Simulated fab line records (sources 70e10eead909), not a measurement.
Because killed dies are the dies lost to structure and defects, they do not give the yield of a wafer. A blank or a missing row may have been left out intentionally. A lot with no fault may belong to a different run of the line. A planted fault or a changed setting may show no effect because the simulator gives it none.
Check of tool commonality ; flow nandHarc ; Sampled: 12 lots, 36 wafers

== WHY THIS WAS OPENED ==
On 2 of the 12 lots, a flag is raised at NHARC_A_ONON_D1_THK_MEAS_24 on the reading thkNm. No-fault wafers: 1002 nm, standard deviation 11.
Rule: a lot gets a flag if all its wafers with a number sit over 4 standard deviations from that mean, or if no wafer of it has a number. The other lots count as sound.

lot;measured;on;thkNm (nm), wafer by wafer;flag
L899;day 8 07:54;filmMetro-02;995 996 995;
L901;day 9 01:50;filmMetro-02;993 989 991;
L902;day 9 10:28;filmMetro-02;999 995 997;
L903;day 10 03:02;filmMetro-02;1014 1015 1013;
L906;day 11 00:01;filmMetro-02;999 1000 1001;
L905;day 11 00:02;filmMetro-02;1005 1005 1004;
L908;day 12 04:25;filmMetro-02;995 995 997;
L910;day 12 21:29;filmMetro-02;1480 1481 1479;FLAGGED
L914;day 14 16:36;filmMetro-01;1004 1002 1003;
L913;day 14 16:37;filmMetro-02;1464 1465 1466;FLAGGED
L919;day 16 10:44;filmMetro-02;1008 1008 1009;
L921;day 17 14:13;filmMetro-01;1022 1020 1022;
The numbers of the flagged lots are 1472 nm on average: +470 nm against the usual, or +43 standard deviations.

== WHICH TOOL EACH LOT WENT THROUGH ==
Before the reading, the record contains 4 process steps out of a 1302-step route. Each cell gives the tool, then ch followed by the chambers the sampled wafers passed through, then the start.
lot;flag;NHARC_P_BONDPAD_DEGAS_25;NHARC_A_ZERO_WELL_DESCUM_12;NHARC_A_ZERO_WELL_RTA_16;NHARC_A_ONON_D1_DEP_22
L899;;pvdSputter-03, day 6 16:14;rieDiel-04 ch 1,3, day 6 19:20;rtpAnneal-02 ch 0, day 6 20:26;pecvdOnon-02 ch 0, day 8 07:23
L901;;pvdSputter-02, day 7 09:25;rieDiel-03 ch 0,1,3, day 7 12:30;rtpAnneal-02 ch 0, day 7 13:36;pecvdOnon-04 ch 0, day 9 01:20
L902;;pvdSputter-02, day 7 20:46;rieDiel-04 ch 0,3, day 7 23:49;rtpAnneal-01 ch 0, day 8 01:01;pecvdOnon-02 ch 0, day 9 10:08
L903;;pvdSputter-03, day 8 12:19;rieDiel-03 ch 0,2,3, day 8 15:22;rtpAnneal-02 ch 0, day 8 16:31;pecvdOnon-01 ch 0, day 10 02:38
L906;;pvdSputter-03, day 9 11:14;rieDiel-04 ch 0,2,3, day 9 14:23;rtpAnneal-02 ch 0, day 9 15:29;pecvdOnon-01 ch 0, day 10 23:34
L905;;pvdSputter-01, day 9 11:03;rieDiel-03 ch 0,2,3, day 9 14:08;rtpAnneal-01 ch 0, day 9 15:19;pecvdOnon-04 ch 0, day 10 23:41
L908;;pvdSputter-02, day 10 13:22;rieDiel-04 ch 0,2,3, day 10 16:32;rtpAnneal-01 ch 0, day 10 17:38;pecvdOnon-02 ch 0, day 12 03:55
L910;FLAGGED;pvdSputter-03, day 11 08:12;rieDiel-04 ch 0,2,3, day 11 11:19;rtpAnneal-01 ch 0, day 11 12:25;pecvdOnon-02 ch 0, day 12 20:59
L914;;pvdSputter-01, day 13 00:29;rieDiel-04 ch 1,2,3, day 13 03:37;rtpAnneal-02 ch 0, day 13 04:44;pecvdOnon-01 ch 0, day 14 16:09
L913;FLAGGED;pvdSputter-03, day 13 01:28;rieDiel-04 ch 1,2, day 13 04:34;rtpAnneal-01 ch 0, day 13 05:40;pecvdOnon-02 ch 0, day 14 16:06
L919;;pvdSputter-01, day 14 19:01;rieDiel-04 ch 0,1,2, day 14 22:07;rtpAnneal-01 ch 0, day 14 23:13;pecvdOnon-01 ch 0, day 16 10:13
L921;;pvdSputter-02, day 15 22:51;rieDiel-03 ch 0,1,2, day 16 01:57;rtpAnneal-02 ch 0, day 16 03:02;pecvdOnon-04 ch 0, day 17 13:42
What is done by these steps:
- NHARC_P_BONDPAD_DEGAS_25: time 60 s.
- NHARC_A_ZERO_WELL_DESCUM_12: chemistry O2, time 3 s.
- NHARC_A_ZERO_WELL_RTA_16: time 10 s.
- NHARC_A_ONON_D1_DEP_22: target thk 1000 nm.
- NHARC_A_ONON_D1_THK_MEAS_24: measures by ellipsometry.

== FLAGGED AGAINST TOTAL, ONE TOOL AT A TIME (gauges that did the reading follow at the end) ==
step;tool;lots run;flagged;share of the flagged lots;sound lots run after its first flagged lot
NHARC_P_BONDPAD_DEGAS_25;pvdSputter-01;3;0;none;-
NHARC_P_BONDPAD_DEGAS_25;pvdSputter-02;4;0;none;-
NHARC_P_BONDPAD_DEGAS_25;pvdSputter-03;5;2;all;0
NHARC_A_ZERO_WELL_DESCUM_12;rieDiel-03;4;0;none;-
NHARC_A_ZERO_WELL_DESCUM_12;rieDiel-04;8;2;all;2 (L914,L919)
NHARC_A_ZERO_WELL_RTA_16;rtpAnneal-01;6;2;all;1 (L919)
NHARC_A_ZERO_WELL_RTA_16;rtpAnneal-02;6;0;none;-
NHARC_A_ONON_D1_DEP_22;pecvdOnon-01;4;0;none;-
NHARC_A_ONON_D1_DEP_22;pecvdOnon-02;5;2;all;0
NHARC_A_ONON_D1_DEP_22;pecvdOnon-04;3;0;none;-
NHARC_A_ONON_D1_THK_MEAS_24;filmMetro-01;2;0;none;-
NHARC_A_ONON_D1_THK_MEAS_24;filmMetro-02;10;2;all;1 (L919)

== WHAT THE TABLE PERMITS ==
5 rows of the table ran every flagged lot: pvdSputter-03 at NHARC_P_BONDPAD_DEGAS_25, rieDiel-04 at NHARC_A_ZERO_WELL_DESCUM_12, rtpAnneal-01 at NHARC_A_ZERO_WELL_RTA_16, pecvdOnon-02 at NHARC_A_ONON_D1_DEP_22, filmMetro-02 at NHARC_A_ONON_D1_THK_MEAS_24.
- pvdSputter-03 at NHARC_P_BONDPAD_DEGAS_25: 2 of its 5 lots flagged. A fault beginning between L906 (day 9 11:14), its last sound lot, and L910 (day 11 08:12), its first flagged one, fits the data.
- rieDiel-04 at NHARC_A_ZERO_WELL_DESCUM_12: 2 of its 8 lots flagged. Sound lots followed the first flagged one (L914, L919) on it, something a lasting fault affecting the whole tool could not allow.
- rtpAnneal-01 at NHARC_A_ZERO_WELL_RTA_16: 2 of its 6 lots flagged. Sound lots followed the first flagged one (L919) on it, something a lasting fault affecting the whole tool could not allow.
- pecvdOnon-02 at NHARC_A_ONON_D1_DEP_22: 2 of its 5 lots flagged. A fault beginning between L908 (day 12 03:55), its last sound lot, and L910 (day 12 20:59), its first flagged one, fits the data.
- filmMetro-02 at NHARC_A_ONON_D1_THK_MEAS_24: 2 of its 10 lots flagged. Sound lots followed the first flagged one (L919) on it, something a lasting fault affecting the whole tool could not allow.
A lot count leaves these 2 tools indistinguishable: every one of them fits a fault beginning at some hour. More lots, or a look at what each step does to the wafer, might.

== WHAT THE SIMULATOR HAD PUT IN ==
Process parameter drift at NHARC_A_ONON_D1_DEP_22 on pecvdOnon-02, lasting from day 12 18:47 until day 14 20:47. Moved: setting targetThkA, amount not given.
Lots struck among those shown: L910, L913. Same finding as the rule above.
